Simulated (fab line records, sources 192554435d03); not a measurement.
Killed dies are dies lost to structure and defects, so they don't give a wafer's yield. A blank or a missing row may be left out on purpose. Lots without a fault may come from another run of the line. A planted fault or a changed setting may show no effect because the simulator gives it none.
Which tool did it? | flow n5_finfet | 9 lots, 25 wafers sampled, at 6 steps of a route of 1938

WHAT THE GAUGES READ, wafer by wafer
N5_BEOL_M13_CD_MEAS_17: target cd 190 nm. Usual: cd_nm 190.1 nm, standard deviation 1.6.
lot  | measured     | on        | cd_nm (nm)        | flag
L619 | day 12 01:19 | cd_sem-01 | 191.1 192.2 193.4 |
L626 | day 14 03:22 | cd_sem-02 | 188.0 191.0 187.8 |
L629 | day 16 05:29 | cd_sem-02 | 191.0 192.8 192.0 |
L630 | day 16 06:08 | cd_sem-01 | 190.3 190.5 189.8 |
L633 | day 16 06:49 | cd_sem-02 | 192.6 191.9 192.1 |
L631 | day 16 14:14 | cd_sem-03 | 191.5 190.0 191.4 |
L632 | day 16 19:20 | cd_sem-02 | 192.4 185.9       |
L634 | day 16 21:41 | cd_sem-02 | 184.6 189.7       |
L635 | day 17 03:56 | cd_sem-03 | 192.1 191.1 187.2 |

WHICH TOOL RAN EACH LOT (tool, then ch and the chambers of the sampled wafers, then the start)
lot  | N5_BEOL_M12_DESCUM_33              | N5_BEOL_M13_ILD_DEP_00          | N5_BEOL_M13_ETCH_59                | N5_BEOL_M13_STRIP_63                 | N5_BEOL_M13_STRIP_64
L619 | rie_diel-06 ch 0,1,2, day 11 19:08 | pecvd-03 ch 0,2, day 12 00:06   | rie_diel-03 ch 0,1,3, day 12 00:49 | plasma_asher-01 ch 0,1, day 12 01:06 | plasma_asher-01 ch 0,1, day 12 01:10
L626 | rie_diel-06 ch 0,2, day 13 22:07   | pecvd-03 ch 0,1,2, day 14 02:18 | rie_diel-02 ch 0,1,2, day 14 02:53 | plasma_asher-02 ch 0,1, day 14 03:10 | plasma_asher-02 ch 0,1, day 14 03:13
L629 | rie_diel-01 ch 0,1,2, day 16 01:36 | pecvd-02 ch 0,2, day 16 04:24   | rie_diel-05 ch 0,1,2, day 16 04:59 | plasma_asher-02 ch 0,1, day 16 05:17 | plasma_asher-02 ch 0,1, day 16 05:21
L630 | rie_diel-04 ch 0,2,3, day 16 01:59 | pecvd-01 ch 0,1,2, day 16 04:56 | rie_diel-02 ch 1,2,3, day 16 05:38 | plasma_asher-01 ch 0,1, day 16 05:56 | plasma_asher-01 ch 0,1, day 16 06:00
L633 | rie_diel-06 ch 2,3, day 16 03:06   | pecvd-03 ch 0,1,2, day 16 05:44 | rie_diel-03 ch 2,3, day 16 06:19   | plasma_asher-02 ch 1, day 16 06:37   | plasma_asher-02 ch 1, day 16 06:40
L631 | rie_diel-06 ch 0,1, day 16 10:40   | pecvd-02 ch 0,1,2, day 16 13:10 | rie_diel-03 ch 1,3, day 16 13:45   | plasma_asher-01 ch 0,1, day 16 14:02 | plasma_asher-01 ch 0,1, day 16 14:05
L632 | rie_diel-06 ch 1,3, day 16 12:14   | pecvd-01 ch 0,2, day 16 17:28   | rie_diel-03 ch 2,3, day 16 18:50   | plasma_asher-01 ch 0,1, day 16 19:08 | plasma_asher-01 ch 0,1, day 16 19:11
L634 | rie_diel-04 ch 0,3, day 16 15:08   | pecvd-01 ch 0,1, day 16 20:37   | rie_diel-03 ch 0,3, day 16 21:11   | plasma_asher-01 ch 1, day 16 21:29   | plasma_asher-01 ch 1, day 16 21:32
L635 | rie_diel-01 ch 0,2,3, day 17 00:29 | pecvd-01 ch 0,1,2, day 17 02:55 | rie_diel-03 ch 1,2, day 17 03:26   | plasma_asher-02 ch 0,1, day 17 03:45 | plasma_asher-02 ch 0,1, day 17 03:49
- N5_BEOL_M12_DESCUM_33: chemistry O2, time 7.9 s.
- N5_BEOL_M13_ILD_DEP_00: deposits SiOC from DEMS/O2, target thk 837.92 nm, time 166.4 s.
- N5_BEOL_M13_ETCH_59: etches BARC in N2/H2, target depth 89 nm, overetch 26.7 nm, time 67.9 s.
- N5_BEOL_M13_STRIP_63: strips in N2/H2.
- N5_BEOL_M13_STRIP_64: strips in N2/H2.

WHAT THE TOOLS THEMSELVES READ (means of the sampled wafers that have a number; where no wafer has one, the mark that the record gives instead)
N5_BEOL_M12_DESCUM_33. Usual: drypump_motor_current_A 5.6 A, standard deviation 0.35; oes_product_au 0.84 a.u., standard deviation 0.072; rf_vpp_V 243.7 V, standard deviation 1.1; showerhead_plenum_p_Torr 2.13 Torr, standard deviation 0.049; throttle_valve_pct 20.20 %, standard deviation 0.24.
lot  | tool        | drypump_motor_current_A (A) | oes_product_au (a.u.) | rf_vpp_V (V) | showerhead_plenum_p_Torr (Torr) | throttle_valve_pct (%) | flag
L619 | rie_diel-06 | 5.5                         | 0.87                  | 243.1        | 2.13                            | 20.16                  |
L626 | rie_diel-06 | 5.5                         | 0.88                  | 243.8        | 2.13                            | 19.97                  |
L629 | rie_diel-01 | 5.7                         | 0.84                  | 245.3        | 2.18                            | 20.14                  |
L630 | rie_diel-04 | 5.9                         | 0.88                  | 243.1        | 2.11                            | 20.21                  |
L633 | rie_diel-06 | 5.4                         | 0.87                  | 243.4        | 2.16                            | 20.04                  |
L631 | rie_diel-06 | 5.3                         | 0.82                  | 243.6        | 2.12                            | 20.18                  |
L632 | rie_diel-06 | 5.2                         | 0.83                  | 244.9        | 2.16                            | 20.37                  |
L634 | rie_diel-04 | 5.8                         | 0.82                  | 243.2        | 2.13                            | 20.16                  |
L635 | rie_diel-01 | 5.7                         | 0.78                  | 244.0        | 2.17                            | 20.16                  |

N5_BEOL_M13_ILD_DEP_00. Usual: heater_power_outer_w 286 W, standard deviation 37; heater_power_w 530 W, standard deviation 66; showerhead_plenum_p_Torr 5.689 Torr, standard deviation 0.015; showerhead_vpp_V 1410 V, standard deviation 59; throttle_valve_pct 11.8 %, standard deviation 0.51.
lot  | tool     | heater_power_outer_w (W) | heater_power_w (W) | showerhead_plenum_p_Torr (Torr) | showerhead_vpp_V (V) | throttle_valve_pct (%) | flag
L619 | pecvd-03 | 335                      | 628                | 5.691                           | 1352                 | 11.5                   |
L626 | pecvd-03 | 295                      | 542                | 5.688                           | 1381                 | 11.4                   |
L629 | pecvd-02 | 262                      | 506                | 5.692                           | 1519                 | 11.8                   |
L630 | pecvd-01 | 263                      | 491                | 5.696                           | 1414                 | 12.0                   |
L633 | pecvd-03 | 263                      | 502                | 5.685                           | 1397                 | 11.5                   |
L631 | pecvd-02 | 268                      | 515                | 5.695                           | 1461                 | 12.1                   |
L632 | pecvd-01 | 308                      | 570                | 5.691                           | 1394                 | 12.1                   |
L634 | pecvd-01 | 316                      | 569                | 5.690                           | 1424                 | 12.4                   |
L635 | pecvd-01 | 259                      | 508                | 5.681                           | 1403                 | 11.9                   |

N5_BEOL_M13_ETCH_59. Usual: drypump_motor_current_A 5.6 A, standard deviation 0.48; oes_product_au 0.71 a.u., standard deviation 0.078; rf_vpp_V 524.8 V, standard deviation 2.5; run_length_s 91.1 s, standard deviation 0.61; showerhead_plenum_p_Torr 2.56 Torr, standard deviation 0.091; throttle_valve_pct 17.60 %, standard deviation 0.22.
lot  | tool        | drypump_motor_current_A (A) | oes_product_au (a.u.) | rf_vpp_V (V) | run_length_s (s) | showerhead_plenum_p_Torr (Torr) | throttle_valve_pct (%) | flag
L619 | rie_diel-03 | 5.5                         | 0.69                  | 524.4        | 90.7             | 2.56                            | 17.62                  |
L626 | rie_diel-02 | 5.7                         | 0.68                  | 524.1        | 91.3             | 2.55                            | 17.67                  |
L629 | rie_diel-05 | 5.5                         | 0.74                  | 525.4        | 91.4             | 2.61                            | 17.62                  |
L630 | rie_diel-02 | 6.0                         | 0.60                  | 522.2        | 90.9             | 2.47                            | 17.87                  |
L633 | rie_diel-03 | 5.3                         | 0.69                  | 524.5        | 91.4             | 2.57                            | 17.71                  |
L631 | rie_diel-03 | 6.0                         | 0.70                  | 523.4        | 90.7             | 2.50                            | 17.52                  |
L632 | rie_diel-03 | 5.4                         | 0.77                  | 524.6        | 79.7             | 2.58                            | 17.67                  | OFF
L634 | rie_diel-03 | 5.2                         | 0.80                  | 524.9        | 79.1             | 2.58                            | 17.61                  | OFF
L635 | rie_diel-03 | 6.2                         | 0.77                  | 522.9        | 82.8             | 2.50                            | 17.45                  | OFF

N5_BEOL_M13_STRIP_63. Usual: drypump_motor_current_A 5.9 A, standard deviation 0.47; heater_power_w 343 W, standard deviation 21; oes_product_au 0.674 a.u., standard deviation 0.0044; strip_time_to_endpoint_s 27.7 s, standard deviation 1.1.
lot  | tool            | drypump_motor_current_A (A) | heater_power_w (W) | oes_product_au (a.u.) | strip_time_to_endpoint_s (s) | flag
L619 | plasma_asher-01 | 6.2                         | 351                | 0.674                 | 27.3                         |
L626 | plasma_asher-02 | 5.5                         | 349                | 0.677                 | 28.5                         |
L629 | plasma_asher-02 | 5.7                         | 333                | 0.672                 | 27.1                         |
L630 | plasma_asher-01 | 5.9                         | 337                | 0.675                 | 29.3                         |
L633 | plasma_asher-02 | 5.9                         | 318                | 0.674                 | 28.2                         |
L631 | plasma_asher-01 | 5.9                         | 337                | 0.680                 | 28.5                         |
L632 | plasma_asher-01 | 6.0                         | 338                | 0.675                 | 31.0                         | OFF
L634 | plasma_asher-01 | 6.5                         | 367                | 0.677                 | 31.2                         | OFF
L635 | plasma_asher-02 | 5.5                         | 344                | 0.679                 | 29.1                         |

N5_BEOL_M13_STRIP_64. Usual: drypump_motor_current_A 5.9 A, standard deviation 0.47; heater_power_w 342 W, standard deviation 21; oes_product_au 0.715 a.u., standard deviation 0.0049; strip_time_to_endpoint_s 31.33 s, standard deviation 0.07.
lot  | tool            | drypump_motor_current_A (A) | heater_power_w (W) | oes_product_au (a.u.) | strip_time_to_endpoint_s (s) | flag
L619 | plasma_asher-01 | 6.2                         | 351                | 0.713                 | 31.30                        |
L626 | plasma_asher-02 | 5.5                         | 344                | 0.721                 | 31.32                        |
L629 | plasma_asher-02 | 5.7                         | 333                | 0.713                 | 31.35                        |
L630 | plasma_asher-01 | 5.9                         | 335                | 0.714                 | 31.35                        |
L633 | plasma_asher-02 | 5.9                         | 322                | 0.711                 | 31.29                        |
L631 | plasma_asher-01 | 5.9                         | 336                | 0.714                 | 31.37                        |
L632 | plasma_asher-01 | 6.0                         | 343                | 0.714                 | 31.37                        |
L634 | plasma_asher-01 | 6.4                         | 366                | 0.714                 | 31.41                        |
L635 | plasma_asher-02 | 5.4                         | 350                | 0.713                 | 31.30                        |

THE ANSWER, worked out from the rows above alone
Rule: a lot is off if the mean of its wafers that have a number lies more than 3 standard deviations from the usual mean. A lot without any number at a reading at which 4 lots or more have one is off too. The other lots that the step has rows for count as sound. The gauges are gone through in route order, then the tools' own readings, and for those a lot's mean is taken as printed above. The first step at which some lot is off is used, and at that step the reading that is off furthest; a lot without a number counts as furthest.
Off: L632, L634, L635, at N5_BEOL_M13_ETCH_59 (run_length_s).
A tool fits if, at that step or a process step before it, it ran every lot that is off, and no sound lot after the first of them. Can't be told from this: 2 tools fit, pecvd-01 at N5_BEOL_M13_ILD_DEP_00, rie_diel-03 at N5_BEOL_M13_ETCH_59.

WHAT THE SIMULATOR HAD PUT IN
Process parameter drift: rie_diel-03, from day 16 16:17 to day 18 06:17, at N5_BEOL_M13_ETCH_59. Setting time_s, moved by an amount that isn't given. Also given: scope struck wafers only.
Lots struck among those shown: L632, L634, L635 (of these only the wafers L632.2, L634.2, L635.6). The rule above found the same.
